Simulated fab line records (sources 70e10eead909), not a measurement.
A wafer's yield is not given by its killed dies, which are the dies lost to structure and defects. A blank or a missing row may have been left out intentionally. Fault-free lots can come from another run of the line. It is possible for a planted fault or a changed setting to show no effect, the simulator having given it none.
fab line records ; flow nandHarc
record lots=7; wafers=21; lastDay=33
route steps=1302 shown P_GATE@171
lots that met no fault: taken from a fault-free run of the same line
startH: the number of hours between the record's first day and the start of the first shown wafer of the lot ; waitH: hours elapsed since this lot's preceding step ; " the same as in the row above ; L1.1+2: several wafers, shown together as one row ; - no value, or no start was given ; * or withheld: withheld ; < > ~ a bound
route shown NAME@n: a module of which the file shows steps, and the number in the route of the first ; usual: the fault-free wafers' mean and standard deviation ; same: alike in all rows ; chamber/n: place in a boat ; sites: readings site by site ; _std_site: the values' standard deviation ; _edge_site: the outer-site mean with the inner-site mean subtracted ; radiusMm: how far each site lies from the wafer's centre ; mask NAME#n: copy n ; behind: the last tool/chamber to shape the wafer ; hold: the reason the lot was held/the length of the hold in hours/how it ended ; device: which transistor (n, p or np) failed to switch ; end of line: at the end of the route, the tests of the same wafers ; step lacking rows: just its recipe ; killed: not the wafer's yield, but the dies lost to structure and defects at the first sort ; map: dies across one wafer; x = killed, . = not, _ = none there
set.NAME: setting as actually run; set.NAME@STEP: the setting as run at that earlier step ; model.NAME: the simulator's own value behind a step, which no gauge read
lots at selected steps of the route; one table per step, one row per wafer
services: the hour from which a tool's chamber was out of use, counted from the record's first day as startH (under 0 if before that day), plus the number of hours and why
## steps
# step NHARC_P_GATE_HARDBAKE_47
# recipe tempC=125; timeS=80
# step NHARC_P_GATE_DESCUM_48
# recipe timeS=3; o2FlowSccm=200; arFlowSccm=0; biasPowerW=0; chemistry=O2
# usual drypumpMotorCurrentA=5.4/0.43; oesProductAu=1.001/0.011; rfVppV=57.8/0.93; showerheadPlenumPTorr=1.92/0.095; throttleValvePct=11.311/0.0094
lot.wafer;tool;chamber;startH;waitH;drypumpMotorCurrentA;oesProductAu;rfHoursCounterH;rfVppV;showerheadPlenumPTorr;throttleValvePct
L336.4;rieDiel-07;3;139.58;-;5.7;1.004;1.1;57.5;2.02;11.297
L336.3;rieDiel-07;0;139.58;-;4.9;1.010;1.9;57.3;1.93;11.316
L336.5;rieDiel-07;2;139.58;-;4.9;0.999;-;58.7;1.84;11.300
L341.3;rieDiel-03;3;175.31;-;6.2;0.994;2.6;56.8;2.05;11.314
L341.2;rieDiel-03;0;175.31;-;5.6;1.007;2.5;57.9;1.84;11.324
L341.1;rieDiel-03;1;175.31;-;5.8;1.024;2.5;59.7;2.05;11.312
L342.3;rieDiel-07;0;195.63;-;4.9;1.001;5.5;56.9;1.93;11.326
L342.5;rieDiel-07;0;195.63;-;4.9;1.002;-;59.5;1.93;11.295
L342.6;rieDiel-07;1;195.63;-;5.2;0.998;-;57.4;2.06;11.308
L344.1;rieDiel-07;3;207.72;-;5.7;1.006;5.0;57.1;2.02;11.324
L344.3;rieDiel-07;0;207.72;-;4.9;1.005;6.7;58.4;1.93;11.302
L344.6;rieDiel-07;3;207.72;-;5.6;1.007;-;57.0;2.02;11.307
L345.2;rieDiel-07;0;224.47;-;4.9;0.995;7.1;58.6;1.93;11.320
L345.4;rieDiel-07;1;224.47;-;5.2;1.006;6.5;59.1;2.06;11.293
L345.5;rieDiel-07;2;224.47;-;4.9;1.007;-;56.4;1.84;11.307
L354.3;rieDiel-02;1;311.57;-;5.5;1.005;5.8;57.4;1.83;11.314
L354.2;rieDiel-02;2;311.57;-;6.2;0.981;4.8;57.7;1.96;11.325
L354.5;rieDiel-02;0;311.57;-;5.2;0.992;-;58.7;1.79;11.302
L356.2;rieDiel-03;0;328.38;-;5.7;0.988;1.8;56.8;1.84;11.324
L356.3;rieDiel-03;1;328.38;-;5.8;1.008;2.1;58.2;2.05;11.320
L356.5;rieDiel-03;3;328.38;-;6.2;1.021;-;58.3;2.05;11.307
# step NHARC_P_GATE_IMPLANT_49
# recipe energyKev=30; doseCm2=3e+15; tiltDeg=7
# step NHARC_P_GATE_STRIP_111
# recipe powerW=1500; tempC=110; timeS=250; chemistry=N2/H2
# usual drypumpMotorCurrentA=6.1/0.59; heaterPowerW=94/7.5; tempC=109.99/0.13
lot.wafer;tool;chamber;startH;waitH;drypumpMotorCurrentA;heaterPowerW;rfHoursCounterH;tempC
L336.4;plasmaAsher-02;1;140.02;0.2;6.3;83;-;109.94
L336.3;plasmaAsher-02;0;140.02;0.2;5.1;94;-;110.19
L336.5;plasmaAsher-02;0;140.02;0.2;5.1;95;-;110.02
L341.1;plasmaAsher-01;1;175.87;0.4;6.4;103;1;110.03
L341.2;plasmaAsher-01;0;175.87;0.4;6.7;98;1;109.86
L341.3;plasmaAsher-01;1;175.87;0.4;6.4;103;-;109.80
L342.3;plasmaAsher-01;0;196.15;0.3;6.7;93;-;110.06
L342.6;plasmaAsher-01;1;196.15;0.3;6.4;102;-;110.03
L342.5;plasmaAsher-01;0;196.15;0.3;6.6;96;-;109.72
L344.1;plasmaAsher-01;1;208.09;0.2;6.4;107;8;109.94
L344.3;plasmaAsher-01;0;208.09;0.2;6.6;95;-;110.03
L344.6;plasmaAsher-01;0;208.09;0.2;6.7;98;-;109.95
L345.2;plasmaAsher-02;1;224.87;0.2;6.3;83;28;109.93
L345.4;plasmaAsher-02;0;224.87;0.2;5.1;92;-;109.82
L345.5;plasmaAsher-02;0;224.87;0.2;5.1;89;-;110.01
L354.2;plasmaAsher-02;0;311.98;0.2;5.1;91;10;109.95
L354.3;plasmaAsher-02;1;311.98;0.2;6.3;83;-;110.13
L354.5;plasmaAsher-02;1;311.98;0.2;6.3;85;-;110.13
L356.2;plasmaAsher-01;1;328.83;0.2;6.4;103;34;110.12
L356.3;plasmaAsher-01;1;328.83;0.2;6.4;104;-;109.83
L356.5;plasmaAsher-01;1;328.83;0.2;6.4;104;-;110.00
# step NHARC_P_GATE_STRIP_75
# recipe powerW=1500; tempC=250; chemistry=O2
# usual drypumpMotorCurrentA=6.1/0.58; heaterPowerW=354/30; tempC=250.01/0.17
lot.wafer;tool;chamber;startH;waitH;drypumpMotorCurrentA;heaterPowerW;rfHoursCounterH;tempC
L336.4;plasmaAsher-02;1;140.24;0.2;6.3;309;-;249.85
L336.3;plasmaAsher-02;0;140.24;0.2;5.1;350;-;250.29
L336.5;plasmaAsher-02;0;140.24;0.2;5.1;340;-;250.27
L341.1;plasmaAsher-01;1;176.17;0.2;6.4;394;1;249.76
L341.2;plasmaAsher-01;0;176.17;0.2;6.6;362;1;249.95
L341.3;plasmaAsher-01;1;176.17;0.2;6.4;391;-;250.01
L342.3;plasmaAsher-01;0;196.33;0.1;6.7;355;-;249.92
L342.6;plasmaAsher-01;1;196.33;0.1;6.4;388;-;250.05
L342.5;plasmaAsher-01;0;196.33;0.1;6.6;362;-;250.00
L344.1;plasmaAsher-01;1;208.39;0.3;6.4;383;8;249.98
L344.3;plasmaAsher-01;0;208.39;0.3;6.7;363;-;250.02
L344.6;plasmaAsher-01;0;208.39;0.3;6.7;359;-;250.24
L345.2;plasmaAsher-02;1;225.13;0.2;6.3;311;28;250.06
L345.4;plasmaAsher-02;0;225.13;0.2;5.1;351;-;250.13
L345.5;plasmaAsher-02;0;225.13;0.2;5.1;340;-;250.45
L354.2;plasmaAsher-02;0;312.24;0.2;5.1;360;11;249.95
L354.3;plasmaAsher-02;1;312.24;0.2;6.3;306;-;249.66
L354.5;plasmaAsher-02;1;312.24;0.2;6.3;319;-;249.95
L356.2;plasmaAsher-01;1;329.13;0.3;6.4;395;34;250.24
L356.3;plasmaAsher-01;1;329.13;0.3;6.4;381;-;250.15
L356.5;plasmaAsher-01;1;329.13;0.3;6.4;401;-;250.03
# step NHARC_P_GATE_STRIP_50
# recipe timeS=900; tempC=130; chemistry=SPM
# step NHARC_P_GATE_DEHYDRATE_51
# recipe tempC=150; timeS=120
# step NHARC_P_GATE_HMDS_52
# recipe timeS=30
# step NHARC_P_GATE_COAT_53
# recipe spinRpm=3000
# step NHARC_P_GATE_SOFTBAKE_54
# recipe tempC=122; timeS=95
# step NHARC_P_GATE_EBR_55
# step NHARC_P_GATE_EXPOSE_56
# recipe na=0.6; targetCdNm=720; doseMj=14.81; maskId=P_PSD
# step NHARC_P_GATE_PEB_57
# recipe pebTempC=118; pebTimeS=85
# usual chillPlateTempC=22.99/0.11; exhaustPa=44.7/0.92
lot.wafer;tool;chamber;startH;waitH;chillPlateTempC;exhaustPa
L336.3;lithoTrack-02;0;140.94;0.1;23.02;45.5
L336.4;lithoTrack-02;0;140.94;0.1;23.19;44.2
L336.5;lithoTrack-02;0;140.94;0.1;23.14;45.0
L341.1;lithoTrack-03;0;177.00;0.1;22.92;44.4
L341.2;lithoTrack-03;0;177.00;0.1;22.74;45.3
L341.3;lithoTrack-03;0;177.00;0.1;22.85;46.4
L342.3;lithoTrack-02;-;197.15;0.1;-;-
L342.5;lithoTrack-02;-;197.15;0.1;-;-
L342.6;lithoTrack-02;-;197.15;0.1;-;-
L344.1;lithoTrack-07;-;209.10;0.1;-;-
L344.3;lithoTrack-07;-;209.10;0.1;-;-
L344.6;lithoTrack-07;-;209.10;0.1;-;-
L345.2;lithoTrack-02;-;225.96;0.1;-;-
L345.4;lithoTrack-02;-;225.96;0.1;-;-
L345.5;lithoTrack-02;-;225.96;0.1;-;-
L354.2;lithoTrack-07;0;313.08;0.1;23.01;45.1
L354.3;lithoTrack-07;0;313.08;0.1;23.22;44.8
L354.5;lithoTrack-07;0;313.08;0.1;23.11;45.0
L356.2;lithoTrack-02;0;329.97;0.1;23.06;44.8
L356.3;lithoTrack-02;0;329.97;0.1;23.08;43.7
L356.5;lithoTrack-02;0;329.97;0.1;23.05;44.3
# step NHARC_P_GATE_DEVELOP_58
# recipe timeS=70
## services
tool;chamber;startH;hours;kind
rieDiel-07;-;117.20;9.0;pm
plasmaAsher-01;-;165.03;9.0;pm
plasmaAsher-01;0;165.03;9.0;ventCycle
plasmaAsher-01;1;165.03;9.0;ventCycle
plasmaAsher-02;-;173.99;0.4;repair
plasmaAsher-01;0;174.03;-;clean
plasmaAsher-01;1;174.03;-;clean
rieDiel-07;3;175.94;13.5;repair
rieDiel-07;-;187.88;0.4;repair
rieDiel-03;-;194.08;0.6;repair
rieDiel-02;-;216.70;9.0;pm
lithoTrack-02;-;227.00;7.0;pm
plasmaAsher-02;-;231.04;4.6;repair
plasmaAsher-02;-;249.00;9.0;pm
plasmaAsher-02;0;249.00;9.0;ventCycle
lithoTrack-07;-;251.00;7.0;pm
rieDiel-03;-;254.16;1.2;repair
plasmaAsher-02;-;260.61;2.0;repair
rieDiel-03;-;269.62;1.0;repair
lithoTrack-03;-;275.00;7.0;pm
rieDiel-03;-;281.30;9.0;pm
rieDiel-07;-;294.20;9.0;pm
rieDiel-07;1;304.94;4.0;repair
rieDiel-07;3;308.73;40.5;repair
## key
firstSign step=NHARC_P_GATE_PEB_57; reading=toolRecord; direction=missing
effect none on later readings
metAt NHARC_P_GATE_PEB_57
struckWafers L342.3,L342.5,L342.6,L344.1,L344.3,L344.6,L345.2,L345.4,L345.5
laterRowsLeftOut L342.3,L342.5,L342.6,L344.1,L344.3,L344.6,L345.2,L345.4,L345.5
sortLeftOut L342.3,L342.5,L342.6,L344.1,L344.3,L344.6,L345.2,L345.4,L345.5
testerLeftOut L342,L344,L345
onsetBetween 140.94 197.15
fault kind=skippedStepWhole; tool=lithoTrack-02,lithoTrack-07; chamber=-; onsetH=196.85; steps=NHARC_P_GATE_PEB_57; scope=struckLotsOnly
# testerLeftOut: of these lots the tester's yield and bins aren't shown, on N5 and GAA mostly nor the transistor test; their killed dies are dies lost to structure and defects alone, not to doping, threshold or leakage, so they don't give the yield
# sortLeftOut: the simulated sort isn't trusted on such a fault, so these wafers' sort isn't shown, and their yield isn't known
# laterRowsLeftOut: the simulator's readings of these wafers behind a module that went badly wrong aren't trusted and aren't shown, but for the sort
